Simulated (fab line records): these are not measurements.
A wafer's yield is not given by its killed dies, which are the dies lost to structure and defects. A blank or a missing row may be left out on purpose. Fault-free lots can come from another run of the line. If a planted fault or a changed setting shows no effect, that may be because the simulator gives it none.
8D (eight disciplines) problem report, filled in by code | flow nand-harc | the parts of the form that need people (team, actions taken, sign-off) are left out

## 1. THE PROBLEM
At NHARC_A_ONON_D2_THK_MEAS_34, thk-nm averages 217.6 nm over 6 wafers from 2 lots, while fault-free wafers read 200.0 nm, standard deviation 2.7. That puts it +6.5 standard deviations away from the usual mean.
The step: measures by ellipsometry.
First observed at day 21 21:08: wafer L846.1, on film-metro-02. The record holds 39 wafers of 13 lots with a number at this step. By rule, "out" or "out of limits" means more than 4 standard deviations away from the usual mean. Any other wafer with a number is counted as sound.

## 2. WHAT IT IS AND WHAT IT IS NOT
question                    | is                           | is not
which readings at this step | thk-nm                       | -
which lots                  | L846, L847                   | L827, L829, L830, L831, L833, L834, L835, L836, L837, L839, L840
which wafers of those lots  | all that have a number       | -
read on which gauges        | film-metro-01, film-metro-02 | -
when                        | from day 21 21:08            | up to then (33 sound wafers)

## 3. SUSPECTS, AND WHAT RULES EACH OUT
Counting: any tool at a process step up to the reading is kept as a suspect provided that every lot that is out went through it and no sound lot did after the first of them.
- the gauge at NHARC_A_ONON_D2_THK_MEAS_34 is ruled out. Those wafers that are out were read across 2 gauges (film-metro-01, film-metro-02).
- pecvd-04 at NHARC_A_ONON_D2_DEP_33 (deposits SiO2, target thk 200 nm): kept. All lots that are out passed through it, beginning with L846 at day 21 20:44, and no sound lot followed; its final sound lot before that point was L837 at day 17 20:52. Out on those wafers are its own readings of mfc-precursor-sccm.
Left after counting: pecvd-04 at NHARC_A_ONON_D2_DEP_33.

## 4. THE CAUSE (what the simulator had put in)
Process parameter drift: pecvd-04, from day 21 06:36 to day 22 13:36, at NHARC_A_ONON_D2_DEP_33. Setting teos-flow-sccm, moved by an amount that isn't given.
Only this tool survived the counting.

## 5. THE EFFECT CHAIN, in route order
Each row: a reading whose mean over the struck wafers that have a number lies more than 3 standard deviations from the usual. Readings are gone through only where the record gives a usual standard deviation; hours: the median, over the lots, of the time from a lot's start at the first step in this table giving one to that lot's start at this step; sigmas: the change measured in usual standard deviations.
hours | step                        | reading            | usual      | on struck wafers | change | sigmas
0     | NHARC_A_ONON_D2_DEP_33      | mfc-precursor-sccm | 161.4 sccm | 176.0            | +14.6  | +33
0     | NHARC_A_ONON_D2_THK_MEAS_34 | thk-nm             | 200.0 nm   | 217.6            | +17.6  | +6.5
The process steps in it:
- NHARC_A_ONON_D2_DEP_33: deposits SiO2, target thk 200 nm.
At these later measuring or inspecting steps, every struck wafer for which the step has a row has a number for every such reading, and none has moved that far: NHARC_A_CHANNEL_HOLE_D2_CD_MEAS_10, NHARC_A_CHANNEL_HOLE_D2_INSPECT_12.

## 6. WHAT WOULD HAVE CAUGHT IT SOONER
The first out-of-limits reading at a measuring or inspecting step in this record came at day 21 21:08, 15 hours after the fault's start at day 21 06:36.
At NHARC_A_ONON_D2_DEP_33, the tool's own readings (mfc-precursor-sccm) were out on each struck wafer the step has a row for, so an alarm limit on them would have fired on the first such wafer.
Lots out: 2; of these, L847 started NHARC_A_ONON_D2_DEP_33 on pecvd-04 after day 21 21:08. It would have been spared by a hold on the tool at that moment.
